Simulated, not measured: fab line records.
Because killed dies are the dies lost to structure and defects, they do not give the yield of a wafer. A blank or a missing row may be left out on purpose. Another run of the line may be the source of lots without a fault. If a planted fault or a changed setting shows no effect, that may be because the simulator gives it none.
A struck lot beside a sound one / flow n5 finfet / 15 out of 1938 route steps
Sound: the wafers L875.2, L875.3, L875.5. Wafers L884.1, L884.2, L884.4 were the ones struck. The cause is named last.
Each step with rows lists, per side, the tool, then ch with its chambers, then its first start. Under that, the readings that differ: sound wafers / struck wafers / difference of the means / sigmas: that difference in standard deviations of wafers without a fault.
alike: a reading whose means differ by less than 2 such deviations, as well as words and numbers matching on both sides. not compared: withheld readings; readings where some wafer has no value; bounds like >300 that might hide an equal value; numbers whose values overlap and for which the record gives no deviation.
Wherever a step has rows on one side only, a row that says differs or no value, or a row with sigmas, the two part there. Non-overlapping numbers with no deviation appear without sigmas and do not part them. A reading missing from all wafers of one side parts the sides only when that side holds two or more wafers.

N5_HKMG_FIN_STRIP_93: strips SOC in N2/H2, time 20 s.
  sound on rie diel-04 ch 0,1,2, day 4 18:11; struck on rie diel-05 ch 0,1,3, day 7 02:23
  alike: drypump motor current A, oes product au, rf vpp V, showerhead plenum p Torr, throttle valve pct
  not compared: rf hours counter h
then, 1 step without rows for these wafers: N5_HKMG_FIN_WET_ETCH_76 (etches Al2O3 in dNH4OH, stops on La2O3, target depth 2.25 nm, rinse time 30 s).
N5_HKMG_FIN_STRIP_60: strips in N2/H2, time 360 s.
  sound on plasma asher-01 ch 0,1, day 4 18:23; struck on plasma asher-02 ch 0,1, day 7 02:32
  alike: drypump motor current A, heater power w
  not compared: rf hours counter h
then, 2 steps without rows for these wafers: N5_HKMG_FIN_WET_ETCH_77 (etches La2O3 in dHCl, stops on HfO2, target depth 2 nm); N5_HKMG_FIN_WET_ETCH_78 (etches Al2O3 in dNH4OH, stops on La2O3, target depth 4.5 nm, rinse time 30 s).
N5_HKMG_FIN_ALD_79: deposits TiN, target thk 1.5 nm, pulse time 1 s, purge time 3 s.
  sound on ald metal-04 ch 0,1,3, day 4 18:53; struck on ald metal-04 ch 0,1,2, day 7 03:02
  alike: heater power w, precursor pulse height rel, susceptor temp C
N5_HKMG_FIN_CVD_62: deposits a-Si from Si2H6, target thk 3 nm, time 20.8 s.
  sound on thermal cvd si-01 ch 0,1, day 4 19:14; struck on thermal cvd si-02 ch 0,2, day 7 03:24
reading=heater power w (W); sound=1276 1222 1213; struck=1463 1762 1759; difference=+424; sigmas=+2
then, 5 steps without rows for these wafers: N5_HKMG_FIN_RTA_80 (time 2 s); N5_HKMG_FIN_PRECLEAN_64 (cleans in dHF, time 30 s); N5_HKMG_FIN_WET_ETCH_65 (etches a-Si in TMAH, stops on TiN, time 49 s, target depth 3 nm); N5_HKMG_FIN_WET_ETCH_81 (etches TiN in SC1, stops on HfO2, time 57 s, target depth 6 nm); N5_HKMG_FIN_WET_ETCH_82 (etches La2O3 in dHCl, stops on HfO2, target depth 2 nm, rinse time 30 s).
N5_HKMG_FIN_ALD_36: deposits TiN, target thk 1 nm, pulse time 1 s, purge time 3 s.
  sound on ald metal-02 ch 1,2,3, day 4 19:38; struck on ald metal-02 ch 0,1,3, day 7 03:48
reading=susceptor temp C (C); sound=400.09 399.87 399.95; struck=408.90 408.45 409.21; difference=+8.88; sigmas=+42
  alike: heater power w, precursor pulse height rel
N5_HKMG_FIN_THK_MEAS_70: measures by xrf.
  sound on film metro-01, day 4 19:55; struck on film metro-02, day 7 04:05
  alike: HK_THK
-- a jump in the record: the struck wafers' starts before and after are 8 days apart (it breaks off in module HKMG_FIN and resumes in module BEOL_M4, where the first step shown is number 1111 of the route) --
N5_BEOL_M4_RC_MEAS_101:
  sound on prober-01 ch 0, day 10 03:59; struck on prober-01 ch 0, day 14 23:28
reading=DIBL_P (mV/V); sound=36.9 37.1 39.1; struck=34.0 35.7 33.9; difference=-3.2; sigmas=-2
  alike: DIBL_N, IOFF_N, IOFF_P, ION_N, ION_P, SS_N, SS_P, VT_N, VT_P

WHERE THEY PART
At N5_HKMG_FIN_CVD_62 first; at N5_BEOL_M4_RC_MEAS_101 last (within this record only).

WHY: what had been put in by the simulator
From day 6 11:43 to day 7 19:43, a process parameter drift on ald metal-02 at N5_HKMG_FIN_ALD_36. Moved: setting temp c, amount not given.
